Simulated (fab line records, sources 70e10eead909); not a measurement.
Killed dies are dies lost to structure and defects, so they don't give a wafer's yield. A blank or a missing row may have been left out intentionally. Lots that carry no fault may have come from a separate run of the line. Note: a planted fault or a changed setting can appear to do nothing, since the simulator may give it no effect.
Chamber matching    flow nand harc    NHARC_A_CHANNEL_HOLE_D2_ETCH_44 on rie diel-04 has 4 sister chambers
The step etches the open film in CF4/O2, target depth 140 nm, overetch 14 nm, time 77 s. 18 wafers are shown with their chamber, then 9 later ones without.

== WAFERS, EACH WITH ITS CHAMBER ==
wafer   chamber  showerhead plenum p Torr (Torr)  drypump motor current A (A)  bias w (W)
L903.1  0        1.27                             5.9                          99.91
L903.4  3        1.28                             5.5                          99.77
L903.6  0        1.27                             6.0                          99.95
L904.3  3        1.28                             5.5                          100.52
L904.4  0        1.27                             5.9                          100.25
L904.5  3        1.28                             5.5                          100.11
L907.3  3        1.28                             5.4                          99.90
L907.4  2        1.29                             5.8                          99.55
L907.6  1        1.29                             5.7                          99.98
L910.2  2        1.29                             5.8                          99.55
L910.4  3        1.28                             5.5                          99.60
L910.5  1        1.30                             5.7                          100.31
L912.1  0        1.27                             5.9                          99.91
L912.4  2        1.29                             5.8                          100.23
L912.5  3        1.28                             5.5                          99.88
L911.3  2        1.29                             5.7                          99.64
L911.4  0        1.27                             6.0                          100.09
L911.6  1        1.30                             5.8                          100.58

SIGNATURES, as means of the wafers listed above
reading                   chamber 0  chamber 1  chamber 2  chamber 3  scatter within a chamber
showerhead plenum p Torr  1.2700     1.2967     1.2900     1.2800     0.00218
drypump motor current A   5.940      5.733      5.775      5.483      0.0496
bias w                    100.0220   100.2900   99.7425    99.9633    0.28
Rule: a wafer's distance from a chamber is the root of the sum, over the readings, of the square of ((its reading less the chamber's mean) divided by the reading's scatter). The wafer belongs to the nearest chamber; if the next one is less than 2 further off, it can't be placed. The scatter is the square root of a quotient: the sum, over the shown wafers, of each reading's squared deviation from its chamber's mean, divided by wafers minus chambers.

== WAFERS WITHOUT THEIR CHAMBER ==
wafer   showerhead plenum p Torr (Torr)  drypump motor current A (A)  bias w (W)
L919.1  1.28                             5.4                          99.89
L919.3  1.29                             5.8                          99.91
L919.5  1.28                             5.4                          100.38
L920.1  1.29                             5.7                          99.82
L920.3  1.29                             5.8                          100.52
L920.6  1.29                             5.8                          100.11
L926.1  1.28                             5.5                          99.45
L926.4  1.27                             5.9                          99.60
L926.5  1.29                             5.7                          100.27

== EACH ONE'S CHAMBER ==
wafer    from the rows above       in truth
L919.1   3                         3
L919.3   2                         2
L919.5   3                         3
L920.1   2                         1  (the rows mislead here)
L920.3   can't be placed: 2 or 1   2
L920.6   can't be placed: 2 or 1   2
L926.1   3                         3
L926.4   0                         0
L926.5   can't be placed: 2 or 1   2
Placed correctly: 5 of 9. Can't be placed from these rows: 3 (the true chamber is among the candidates in 3). Wrongly placed: 1.
